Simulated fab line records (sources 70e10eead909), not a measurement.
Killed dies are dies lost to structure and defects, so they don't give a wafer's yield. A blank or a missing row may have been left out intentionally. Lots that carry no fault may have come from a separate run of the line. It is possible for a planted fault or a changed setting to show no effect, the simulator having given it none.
fab line records :: flow nandHarc
record:
  lots: 6
  wafers: 18
  lastDay: 33
route steps=1302 shown A_ONON_D2@558 A_CHANNEL_HOLE_D2@570
lots that met no fault: taken from a fault-free run of the same line
startH: the number of hours between the record's first day and the start of the first shown wafer of the lot :: waitH: hours since the lot's step before :: " repeats the value in the row above :: L1.1+2: one row covering several wafers at once :: - no value present, or no start provided :: * or withheld: withheld :: < > ~ a bound
route shown NAME@n: names a module that has steps shown in the file, with the first one's number in the route :: usual: mean and standard deviation over wafers with no fault :: same: alike in all rows :: chamber/n: place in a boat :: sites: each site's reading :: _std_site: standard deviation of those values :: _edge_site: outer sites' mean less inner sites' :: radiusMm: for every site, how far away it sits from the centre of the wafer :: mask NAME#n: copy n :: behind: the tool/chamber that last shaped the wafer :: hold: why the lot was held/for how many hours/how that ended :: device: the n, p or np transistor that did not switch :: end of line: tests of these same wafers at the route's end :: a step without rows: its recipe alone :: killed: the dies lost at the first sort to structure and to defects; this is not the yield of the wafer :: map: shows each die of a wafer: x if killed, . if not, _ if none is there
set.NAME: the run value of the setting; set.NAME@STEP: its run value at that earlier step :: model.NAME: the simulator's own value behind a step, which no gauge read
lots at selected steps of the route; one table per step, one row per wafer
services: a tool's chamber out of use, with start hour (startH, from the record's first day; less than 0 if before it), hours out, and reason
== steps ==
step: NHARC_A_ONON_D2_DEP_19
recipe:
  targetThkA: 10000
  n2FlowSccm: 2750
  n2oFlowSccm: 2000
  nh3FlowSccm: 500
  sih4FlowSccm: 210
  tempC: 400
step: NHARC_A_ONON_D2_THK_MEAS_21
recipe:
  thkMeasGauge: ellipsometry
usual:
  thkNm: 1001/13
lot.wafer: L874.1
tool: filmMetro-01
chamber: -
startH: 309.93
waitH: -
thkNm: 1003

lot.wafer: L874.5
tool: filmMetro-01
chamber: -
startH: 309.93
waitH: -
thkNm: 1005

lot.wafer: L874.6
tool: filmMetro-01
chamber: -
startH: 309.93
waitH: -
thkNm: 1003

lot.wafer: L876.3
tool: filmMetro-02
chamber: -
startH: 318.35
waitH: -
thkNm: 1016

lot.wafer: L876.4
tool: filmMetro-02
chamber: -
startH: 318.35
waitH: -
thkNm: 1015

lot.wafer: L876.5
tool: filmMetro-02
chamber: -
startH: 318.35
waitH: -
thkNm: 1016

lot.wafer: L880.1
tool: filmMetro-01
chamber: -
startH: 369.55
waitH: -
thkNm: 991

lot.wafer: L880.3
tool: filmMetro-01
chamber: -
startH: 369.55
waitH: -
thkNm: 991

lot.wafer: L880.6
tool: filmMetro-01
chamber: -
startH: 369.55
waitH: -
thkNm: 990

lot.wafer: L886.1
tool: filmMetro-02
chamber: -
startH: 418.42
waitH: -
thkNm: 1001

lot.wafer: L886.2
tool: filmMetro-02
chamber: -
startH: 418.42
waitH: -
thkNm: 1001

lot.wafer: L886.4
tool: filmMetro-02
chamber: -
startH: 418.42
waitH: -
thkNm: 1001

lot.wafer: L887.1
tool: filmMetro-01
chamber: -
startH: 440.21
waitH: -
thkNm: 1021

lot.wafer: L887.3
tool: filmMetro-01
chamber: -
startH: 440.21
waitH: -
thkNm: 1022

lot.wafer: L887.6
tool: filmMetro-01
chamber: -
startH: 440.21
waitH: -
thkNm: 1022

lot.wafer: L894.2
tool: filmMetro-01
chamber: -
startH: 508.66
waitH: -
thkNm: 1014

lot.wafer: L894.3
tool: filmMetro-01
chamber: -
startH: 508.66
waitH: -
thkNm: 1012

lot.wafer: L894.5
tool: filmMetro-01
chamber: -
startH: 508.66
waitH: -
thkNm: 1013
step: NHARC_A_ONON_D2_DEP_22
recipe:
  targetThkA: 10000
  n2FlowSccm: 2750
  n2oFlowSccm: 2000
  nh3FlowSccm: 500
  sih4FlowSccm: 210
  tempC: 400
step: NHARC_A_ONON_D2_THK_MEAS_24
recipe:
  thkMeasGauge: ellipsometry
usual:
  thkNm: 1002/7.8
lot.wafer: L874.1
tool: filmMetro-02
chamber: -
startH: 310.50
waitH: -
thkNm: 990

lot.wafer: L874.5
tool: filmMetro-02
chamber: -
startH: 310.50
waitH: -
thkNm: 991

lot.wafer: L874.6
tool: filmMetro-02
chamber: -
startH: 310.50
waitH: -
thkNm: 990

lot.wafer: L876.3
tool: filmMetro-02
chamber: -
startH: 318.91
waitH: -
thkNm: 1002

lot.wafer: L876.4
tool: filmMetro-02
chamber: -
startH: 318.91
waitH: -
thkNm: 1004

lot.wafer: L876.5
tool: filmMetro-02
chamber: -
startH: 318.91
waitH: -
thkNm: 1004

lot.wafer: L880.1
tool: filmMetro-01
chamber: -
startH: 370.12
waitH: -
thkNm: 998

lot.wafer: L880.3
tool: filmMetro-01
chamber: -
startH: 370.12
waitH: -
thkNm: 999

lot.wafer: L880.6
tool: filmMetro-01
chamber: -
startH: 370.12
waitH: -
thkNm: 998

lot.wafer: L886.1
tool: filmMetro-02
chamber: -
startH: 418.99
waitH: -
thkNm: 1011

lot.wafer: L886.2
tool: filmMetro-02
chamber: -
startH: 418.99
waitH: -
thkNm: 1010

lot.wafer: L886.4
tool: filmMetro-02
chamber: -
startH: 418.99
waitH: -
thkNm: 1012

lot.wafer: L887.1
tool: filmMetro-01
chamber: -
startH: 440.77
waitH: -
thkNm: 993

lot.wafer: L887.3
tool: filmMetro-01
chamber: -
startH: 440.77
waitH: -
thkNm: 992

lot.wafer: L887.6
tool: filmMetro-01
chamber: -
startH: 440.77
waitH: -
thkNm: 992

lot.wafer: L894.2
tool: filmMetro-01
chamber: -
startH: 509.23
waitH: -
thkNm: 1001

lot.wafer: L894.3
tool: filmMetro-01
chamber: -
startH: 509.23
waitH: -
thkNm: 1000

lot.wafer: L894.5
tool: filmMetro-01
chamber: -
startH: 509.23
waitH: -
thkNm: 999
step: NHARC_A_ONON_D2_DEP_25
recipe:
  targetThkA: 10000
  n2FlowSccm: 2750
  n2oFlowSccm: 2000
  nh3FlowSccm: 500
  sih4FlowSccm: 210
  tempC: 400
step: NHARC_A_ONON_D2_THK_MEAS_27
recipe:
  thkMeasGauge: ellipsometry
usual:
  thkNm: 1004/11
lot.wafer: L874.1
tool: filmMetro-02
chamber: -
startH: 311.07
waitH: -
thkNm: 997

lot.wafer: L874.5
tool: filmMetro-02
chamber: -
startH: 311.07
waitH: -
thkNm: 1000

lot.wafer: L874.6
tool: filmMetro-02
chamber: -
startH: 311.07
waitH: -
thkNm: 998

lot.wafer: L876.3
tool: filmMetro-01
chamber: -
startH: 319.48
waitH: -
thkNm: 1016

lot.wafer: L876.4
tool: filmMetro-01
chamber: -
startH: 319.48
waitH: -
thkNm: 1016

lot.wafer: L876.5
tool: filmMetro-01
chamber: -
startH: 319.48
waitH: -
thkNm: 1017

lot.wafer: L880.1
tool: filmMetro-02
chamber: -
startH: 370.69
waitH: -
thkNm: 1005

lot.wafer: L880.3
tool: filmMetro-02
chamber: -
startH: 370.69
waitH: -
thkNm: 1005

lot.wafer: L880.6
tool: filmMetro-02
chamber: -
startH: 370.69
waitH: -
thkNm: 1005

lot.wafer: L886.1
tool: filmMetro-02
chamber: -
startH: 419.56
waitH: -
thkNm: 987

lot.wafer: L886.2
tool: filmMetro-02
chamber: -
startH: 419.56
waitH: -
thkNm: 988

lot.wafer: L886.4
tool: filmMetro-02
chamber: -
startH: 419.56
waitH: -
thkNm: 985

lot.wafer: L887.1
tool: filmMetro-02
chamber: -
startH: 441.34
waitH: -
thkNm: 1005

lot.wafer: L887.3
tool: filmMetro-02
chamber: -
startH: 441.34
waitH: -
thkNm: 1004

lot.wafer: L887.6
tool: filmMetro-02
chamber: -
startH: 441.34
waitH: -
thkNm: 1006

lot.wafer: L894.2
tool: filmMetro-01
chamber: -
startH: 509.80
waitH: -
thkNm: 983

lot.wafer: L894.3
tool: filmMetro-01
chamber: -
startH: 509.80
waitH: -
thkNm: 980

lot.wafer: L894.5
tool: filmMetro-01
chamber: -
startH: 509.80
waitH: -
thkNm: 982
step: NHARC_A_ONON_D2_DEP_28
recipe:
  targetThkA: 10000
  n2FlowSccm: 2750
  n2oFlowSccm: 2000
  nh3FlowSccm: 500
  sih4FlowSccm: 210
  tempC: 400
step: NHARC_A_ONON_D2_THK_MEAS_30
recipe:
  thkMeasGauge: ellipsometry
usual:
  thkNm: 1000/10
lot.wafer: L874.1
tool: filmMetro-01
chamber: -
startH: 311.64
waitH: -
thkNm: 1016

lot.wafer: L874.5
tool: filmMetro-01
chamber: -
startH: 311.64
waitH: -
thkNm: 1015

lot.wafer: L874.6
tool: filmMetro-01
chamber: -
startH: 311.64
waitH: -
thkNm: 1017

lot.wafer: L876.3
tool: filmMetro-02
chamber: -
startH: 320.05
waitH: -
thkNm: 996

lot.wafer: L876.4
tool: filmMetro-02
chamber: -
startH: 320.05
waitH: -
thkNm: 996

lot.wafer: L876.5
tool: filmMetro-02
chamber: -
startH: 320.05
waitH: -
thkNm: 996

lot.wafer: L880.1
tool: filmMetro-01
chamber: -
startH: 371.26
waitH: -
thkNm: 989

lot.wafer: L880.3
tool: filmMetro-01
chamber: -
startH: 371.26
waitH: -
thkNm: 992

lot.wafer: L880.6
tool: filmMetro-01
chamber: -
startH: 371.26
waitH: -
thkNm: 990

lot.wafer: L886.1
tool: filmMetro-01
chamber: -
startH: 420.13
waitH: -
thkNm: 1013

lot.wafer: L886.2
tool: filmMetro-01
chamber: -
startH: 420.13
waitH: -
thkNm: 1013

lot.wafer: L886.4
tool: filmMetro-01
chamber: -
startH: 420.13
waitH: -
thkNm: 1014

lot.wafer: L887.1
tool: filmMetro-01
chamber: -
startH: 441.91
waitH: -
thkNm: 1005

lot.wafer: L887.3
tool: filmMetro-01
chamber: -
startH: 441.91
waitH: -
thkNm: 1006

lot.wafer: L887.6
tool: filmMetro-01
chamber: -
startH: 441.91
waitH: -
thkNm: 1004

lot.wafer: L894.2
tool: filmMetro-02
chamber: -
startH: 510.37
waitH: -
thkNm: 988

lot.wafer: L894.3
tool: filmMetro-02
chamber: -
startH: 510.37
waitH: -
thkNm: 984

lot.wafer: L894.5
tool: filmMetro-02
chamber: -
startH: 510.37
waitH: -
thkNm: 987
step: NHARC_A_ONON_D2_DEP_33
recipe:
  targetThkA: 2000
  tempC: 400
  pressureTorr: 6.5
  rfW: 900
  teosFlowSccm: 161.4
  flowSccm: 2650
  targetThkNm: 200
  gas: O2
  material: SiO2
usual:
  heaterPowerW: 575/110
  throttleValvePct: 15.8/0.37
lot.wafer: L874.1
tool: pecvd-04
chamber: 2
startH: 311.69
waitH: 0.1
heaterPowerW: 450
throttleValvePct: 15.4

lot.wafer: L874.6
tool: pecvd-04
chamber: 2
startH: 311.69
waitH: 0.1
heaterPowerW: 441
throttleValvePct: 15.2

lot.wafer: L874.5
tool: pecvd-04
chamber: 0
startH: 311.69
waitH: 0.1
heaterPowerW: 510
throttleValvePct: 15.1

lot.wafer: L876.3
tool: pecvd-03
chamber: 1
startH: 320.19
waitH: 0.1
heaterPowerW: 425
throttleValvePct: 16.4

lot.wafer: L876.4
tool: pecvd-03
chamber: 2
startH: 320.19
waitH: 0.1
heaterPowerW: 499
throttleValvePct: 16.0

lot.wafer: L876.5
tool: pecvd-03
chamber: 0
startH: 320.19
waitH: 0.1
heaterPowerW: 511
throttleValvePct: 15.5

lot.wafer: L880.3
tool: pecvd-01
chamber: 2
startH: 371.36
waitH: 0.1
heaterPowerW: 427
throttleValvePct: 15.9

lot.wafer: L880.1
tool: pecvd-01
chamber: 0
startH: 371.36
waitH: 0.1
heaterPowerW: 735
throttleValvePct: 16.0

lot.wafer: L880.6
tool: pecvd-01
chamber: 2
startH: 371.36
waitH: 0.1
heaterPowerW: 434
throttleValvePct: 16.1

lot.wafer: L886.1
tool: pecvd-01
chamber: 0
startH: 420.18
waitH: 0.1
heaterPowerW: 633
throttleValvePct: 16.0

lot.wafer: L886.2
tool: pecvd-01
chamber: 1
startH: 420.18
waitH: 0.1
heaterPowerW: 660
throttleValvePct: 16.2

lot.wafer: L886.4
tool: pecvd-01
chamber: 1
startH: 420.18
waitH: 0.1
heaterPowerW: 671
throttleValvePct: 16.4

lot.wafer: L887.1
tool: pecvd-04
chamber: 2
startH: 441.97
waitH: 0.1
heaterPowerW: 515
throttleValvePct: 15.7

lot.wafer: L887.3
tool: pecvd-04
chamber: 1
startH: 441.97
waitH: 0.1
heaterPowerW: 721
throttleValvePct: 16.3

lot.wafer: L887.6
tool: pecvd-04
chamber: 0
startH: 441.97
waitH: 0.1
heaterPowerW: 563
throttleValvePct: 15.6

lot.wafer: L894.2
tool: pecvd-01
chamber: 0
startH: 510.42
waitH: 0.1
heaterPowerW: 690
throttleValvePct: 15.9

lot.wafer: L894.3
tool: pecvd-01
chamber: 2
startH: 510.42
waitH: 0.1
heaterPowerW: 413
throttleValvePct: 15.9

lot.wafer: L894.5
tool: pecvd-01
chamber: 0
startH: 510.42
waitH: 0.1
heaterPowerW: 677
throttleValvePct: 15.5
step: NHARC_A_ONON_D2_THK_MEAS_34
recipe:
  thkMeasGauge: ellipsometry
usual:
  thkNm: 200.3/2.8
lot.wafer: L874.1
tool: filmMetro-01
chamber: -
startH: 312.10
waitH: -
thkNm: 198.3

lot.wafer: L874.5
tool: filmMetro-01
chamber: -
startH: 312.10
waitH: -
thkNm: 200.6

lot.wafer: L874.6
tool: filmMetro-01
chamber: -
startH: 312.10
waitH: -
thkNm: 200.6

lot.wafer: L876.3
tool: filmMetro-02
chamber: -
startH: 320.52
waitH: -
thkNm: 200.2

lot.wafer: L876.4
tool: filmMetro-02
chamber: -
startH: 320.52
waitH: -
thkNm: 205.9

lot.wafer: L876.5
tool: filmMetro-02
chamber: -
startH: 320.52
waitH: -
thkNm: 204.8

lot.wafer: L880.1
tool: filmMetro-01
chamber: -
startH: 371.73
waitH: -
thkNm: 199.1

lot.wafer: L880.3
tool: filmMetro-01
chamber: -
startH: 371.73
waitH: -
thkNm: 201.6

lot.wafer: L880.6
tool: filmMetro-01
chamber: -
startH: 371.73
waitH: -
thkNm: 204.8

lot.wafer: L886.1
tool: filmMetro-01
chamber: -
startH: 420.60
waitH: -
thkNm: 202.5

lot.wafer: L886.2
tool: filmMetro-01
chamber: -
startH: 420.60
waitH: -
thkNm: 198.9

lot.wafer: L886.4
tool: filmMetro-01
chamber: -
startH: 420.60
waitH: -
thkNm: 203.5

lot.wafer: L887.1
tool: filmMetro-01
chamber: -
startH: 442.38
waitH: -
thkNm: 193.7

lot.wafer: L887.3
tool: filmMetro-01
chamber: -
startH: 442.38
waitH: -
thkNm: 202.5

lot.wafer: L887.6
tool: filmMetro-01
chamber: -
startH: 442.38
waitH: -
thkNm: 197.8

lot.wafer: L894.2
tool: filmMetro-01
chamber: -
startH: 510.84
waitH: -
thkNm: 199.0

lot.wafer: L894.3
tool: filmMetro-01
chamber: -
startH: 510.84
waitH: -
thkNm: 194.6

lot.wafer: L894.5
tool: filmMetro-01
chamber: -
startH: 510.84
waitH: -
thkNm: 204.9
step: NHARC_A_ONON_D2_INSPECT_32
usual:
  rawDefectCount: 373/140
lot.wafer: L874.1
tool: defectInspect-02
chamber: -
startH: 312.17
waitH: 0.0
rawDefectCount: 113

lot.wafer: L874.5
tool: defectInspect-02
chamber: -
startH: 312.17
waitH: 0.0
rawDefectCount: 150

lot.wafer: L874.6
tool: defectInspect-02
chamber: -
startH: 312.17
waitH: 0.0
rawDefectCount: 241

lot.wafer: L876.3
tool: defectInspect-02
chamber: -
startH: 320.60
waitH: 0.0
rawDefectCount: 405

lot.wafer: L876.4
tool: defectInspect-02
chamber: -
startH: 320.60
waitH: 0.0
rawDefectCount: 540

lot.wafer: L876.5
tool: defectInspect-02
chamber: -
startH: 320.60
waitH: 0.0
rawDefectCount: 333

lot.wafer: L880.1
tool: defectInspect-01
chamber: -
startH: 371.79
waitH: 0.0
rawDefectCount: 295

lot.wafer: L880.3
tool: defectInspect-01
chamber: -
startH: 371.79
waitH: 0.0
rawDefectCount: 312

lot.wafer: L880.6
tool: defectInspect-01
chamber: -
startH: 371.79
waitH: 0.0
rawDefectCount: 328

lot.wafer: L886.1
tool: defectInspect-01
chamber: -
startH: 420.66
waitH: 0.0
rawDefectCount: 662

lot.wafer: L886.2
tool: defectInspect-01
chamber: -
startH: 420.66
waitH: 0.0
rawDefectCount: 654

lot.wafer: L886.4
tool: defectInspect-01
chamber: -
startH: 420.66
waitH: 0.0
rawDefectCount: 667

lot.wafer: L887.1
tool: defectInspect-02
chamber: -
startH: 442.47
waitH: 0.0
rawDefectCount: 149

lot.wafer: L887.3
tool: defectInspect-02
chamber: -
startH: 442.47
waitH: 0.0
rawDefectCount: 266

lot.wafer: L887.6
tool: defectInspect-02
chamber: -
startH: 442.47
waitH: 0.0
rawDefectCount: 229

lot.wafer: L894.2
tool: defectInspect-01
chamber: -
startH: 510.91
waitH: 0.0
rawDefectCount: 284

lot.wafer: L894.3
tool: defectInspect-01
chamber: -
startH: 510.91
waitH: 0.0
rawDefectCount: 383

lot.wafer: L894.5
tool: defectInspect-01
chamber: -
startH: 510.91
waitH: 0.0
rawDefectCount: 469
step: NHARC_A_CHANNEL_HOLE_D2_DEP_00
recipe:
  targetThkA: 31000
  tempC: 400
  material: aC
usual:
  throttleValvePct: 35.000/0.0089
lot.wafer: L874.1
tool: aclDep-01
chamber: 0
startH: 313.19
waitH: 1.0
throttleValvePct: 35.008

lot.wafer: L874.5
tool: aclDep-01
chamber: 0
startH: 314.46
waitH: 2.3
throttleValvePct: 34.995

lot.wafer: L874.6
tool: aclDep-01
chamber: 0
startH: 314.46
waitH: 2.3
throttleValvePct: 34.995

lot.wafer: L876.3
tool: aclDep-03
chamber: 0
startH: 321.31
waitH: 0.7
throttleValvePct: 35.019

lot.wafer: L876.4
tool: aclDep-03
chamber: 0
startH: 321.31
waitH: 0.7
throttleValvePct: 34.998

lot.wafer: L876.5
tool: aclDep-03
chamber: 0
startH: 321.31
waitH: 0.7
throttleValvePct: 34.996

lot.wafer: L876.3
tool: aclDep-03
chamber: 0
startH: 324.35
waitH: 2.7
throttleValvePct: 34.990

lot.wafer: L876.4
tool: aclDep-03
chamber: 0
startH: 324.35
waitH: 2.7
throttleValvePct: 35.008

lot.wafer: L876.5
tool: aclDep-03
chamber: 0
startH: 324.35
waitH: 2.7
throttleValvePct: 35.000

lot.wafer: L880.1
tool: aclDep-02
chamber: 0
startH: 371.86
waitH: 0.1
throttleValvePct: 34.995

lot.wafer: L880.3
tool: aclDep-02
chamber: 0
startH: 371.86
waitH: 0.1
throttleValvePct: 34.998

lot.wafer: L880.6
tool: aclDep-02
chamber: 0
startH: 371.86
waitH: 0.1
throttleValvePct: 35.000

lot.wafer: L880.1
tool: aclDep-02
chamber: 0
startH: 374.00
waitH: 1.8
throttleValvePct: 35.002

lot.wafer: L880.3
tool: aclDep-02
chamber: 0
startH: 374.00
waitH: 1.8
throttleValvePct: 35.006

lot.wafer: L880.6
tool: aclDep-02
chamber: 0
startH: 374.00
waitH: 1.8
throttleValvePct: 34.998

lot.wafer: L886.1
tool: aclDep-03
chamber: 0
startH: 420.73
waitH: 0.1
throttleValvePct: 34.998

lot.wafer: L886.2
tool: aclDep-03
chamber: 0
startH: 420.73
waitH: 0.1
throttleValvePct: 34.994

lot.wafer: L886.4
tool: aclDep-03
chamber: 0
startH: 420.73
waitH: 0.1
throttleValvePct: 35.000

lot.wafer: L887.1
tool: aclDep-01
chamber: 0
startH: 442.53
waitH: 0.1
throttleValvePct: 35.001

lot.wafer: L887.3
tool: aclDep-01
chamber: 0
startH: 442.53
waitH: 0.1
throttleValvePct: 35.001

lot.wafer: L887.6
tool: aclDep-01
chamber: 0
startH: 442.53
waitH: 0.1
throttleValvePct: 34.990

lot.wafer: L894.2
tool: aclDep-02
chamber: 0
startH: 512.02
waitH: 1.1
throttleValvePct: 35.014

lot.wafer: L894.3
tool: aclDep-02
chamber: 0
startH: 512.02
waitH: 1.1
throttleValvePct: 35.014

lot.wafer: L894.5
tool: aclDep-02
chamber: 0
startH: 512.02
waitH: 1.1
throttleValvePct: 34.995
step: NHARC_A_CHANNEL_HOLE_D2_DEP_01
recipe:
  targetThkA: 1400
  targetThkNm: 140
  tempC: 400
  pressureTorr: 3.5
  flowSccm: 200
  rfW: 350
  material: SiON
usual:
  heaterPowerW: 736/83
lot.wafer: L874.1
tool: pecvd-04
chamber: 2
startH: 315.15
waitH: 1.6
heaterPowerW: 618

lot.wafer: L874.5
tool: pecvd-04
chamber: 2
startH: 315.15
waitH: 1.6
heaterPowerW: 651

lot.wafer: L874.6
tool: pecvd-04
chamber: 0
startH: 315.15
waitH: 1.6
heaterPowerW: 735

lot.wafer: L876.3
tool: pecvd-03
chamber: 2
startH: 325.66
waitH: 1.0
heaterPowerW: 770

lot.wafer: L876.5
tool: pecvd-03
chamber: 0
startH: 325.66
waitH: 1.0
heaterPowerW: 688

lot.wafer: L876.4
tool: pecvd-03
chamber: 1
startH: 325.66
waitH: 1.0
heaterPowerW: 720

lot.wafer: L880.1
tool: pecvd-04
chamber: 0
startH: 376.03
waitH: 1.7
heaterPowerW: 734

lot.wafer: L880.3
tool: pecvd-04
chamber: 2
startH: 376.03
waitH: 1.7
heaterPowerW: 689

lot.wafer: L880.6
tool: pecvd-04
chamber: 1
startH: 376.03
waitH: 1.7
heaterPowerW: 905

lot.wafer: L886.1
tool: pecvd-04
chamber: 1
startH: 422.66
waitH: 1.6
heaterPowerW: 918

lot.wafer: L886.2
tool: pecvd-04
chamber: 0
startH: 422.66
waitH: 1.6
heaterPowerW: 756

lot.wafer: L886.4
tool: pecvd-04
chamber: 1
startH: 422.66
waitH: 1.6
heaterPowerW: 913

lot.wafer: L887.3
tool: pecvd-02
chamber: 1
startH: 444.46
waitH: 1.0
heaterPowerW: 791

lot.wafer: L887.1
tool: pecvd-02
chamber: 2
startH: 444.46
waitH: 1.0
heaterPowerW: 733

lot.wafer: L887.6
tool: pecvd-02
chamber: 1
startH: 444.46
waitH: 1.0
heaterPowerW: 781

lot.wafer: L894.2
tool: pecvd-03
chamber: 0
startH: 513.66
waitH: 1.3
heaterPowerW: 719

lot.wafer: L894.3
tool: pecvd-03
chamber: 1
startH: 513.66
waitH: 1.3
heaterPowerW: 628

lot.wafer: L894.5
tool: pecvd-03
chamber: 0
startH: 513.66
waitH: 1.3
heaterPowerW: 747
== services ==
tool: pecvd-04
chamber: -
startH: 292.01
hours: 1.3
kind: repair

tool: aclDep-03
chamber: -
startH: 302.88
hours: 13.0
kind: pm

tool: pecvd-01
chamber: 0
startH: 310.74
hours: 23.1
kind: repair

tool: pecvd-01
chamber: -
startH: 311.27
hours: 13.0
kind: pm

tool: pecvd-01
chamber: 1
startH: 311.27
hours: 13.0
kind: ventCycle

tool: pecvd-04
chamber: -
startH: 332.01
hours: 2.2
kind: repair

tool: pecvd-03
chamber: -
startH: 366.04
hours: 13.0
kind: pm

tool: pecvd-02
chamber: -
startH: 372.54
hours: 2.8
kind: repair

tool: aclDep-01
chamber: -
startH: 373.02
hours: 13.0
kind: pm

tool: pecvd-04
chamber: 0
startH: 377.92
hours: 6.2
kind: repair

tool: pecvd-01
chamber: 1
startH: 397.00
hours: 4.0
kind: repair

tool: pecvd-01
chamber: -
startH: 406.79
hours: 8.3
kind: repair

tool: pecvd-02
chamber: -
startH: 408.55
hours: 13.0
kind: pm

tool: aclDep-02
chamber: -
startH: 424.80
hours: 13.0
kind: pm

tool: pecvd-04
chamber: -
startH: 450.05
hours: 13.0
kind: pm

tool: pecvd-04
chamber: 0
startH: 450.05
hours: 13.0
kind: ventCycle

tool: pecvd-04
chamber: 1
startH: 450.05
hours: 13.0
kind: ventCycle

tool: pecvd-04
chamber: 2
startH: 450.05
hours: 13.0
kind: ventCycle

tool: pecvd-04
chamber: 0
startH: 463.05
hours: -
kind: clean

tool: pecvd-04
chamber: 1
startH: 463.05
hours: -
kind: clean

tool: pecvd-04
chamber: 2
startH: 463.05
hours: -
kind: clean

tool: aclDep-03
chamber: -
startH: 484.31
hours: 13.0
kind: pm

tool: pecvd-03
chamber: -
startH: 491.51
hours: 10.3
kind: repair

tool: pecvd-01
chamber: -
startH: 492.27
hours: 13.0
kind: pm
== key ==
firstSign:
  step: NHARC_A_CHANNEL_HOLE_D2_DEP_00
  reading: visit
  direction: added
effect none on later readings
metAt NHARC_A_CHANNEL_HOLE_D2_DEP_00
struckWafers L876.3,L876.4,L876.5,L880.1,L880.3,L880.6
laterRowsLeftOut L876.3,L876.4,L876.5,L880.1,L880.3,L880.6
sortLeftOut L876.3,L876.4,L876.5,L880.1,L880.3,L880.6
testerLeftOut L876,L880
fault:
  kind: repeatedStepWhole
  tool: aclDep-01,aclDep-02,aclDep-03
  chamber: -
  onsetH: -
  steps: NHARC_A_CHANNEL_HOLE_D2_DEP_00
  times: 1
  scope: struckLotsOnly
testerLeftOut: of these lots the tester's yield and bins aren't shown, on N5 and GAA mostly nor the transistor test; their killed dies are dies lost to structure and defects alone, not to doping, threshold or leakage, so they don't give the yield
sortLeftOut: the simulated sort isn't trusted on such a fault, so these wafers' sort isn't shown, and their yield isn't known
laterRowsLeftOut: the simulator's readings of these wafers behind a module that went badly wrong aren't trusted and aren't shown, but for the sort
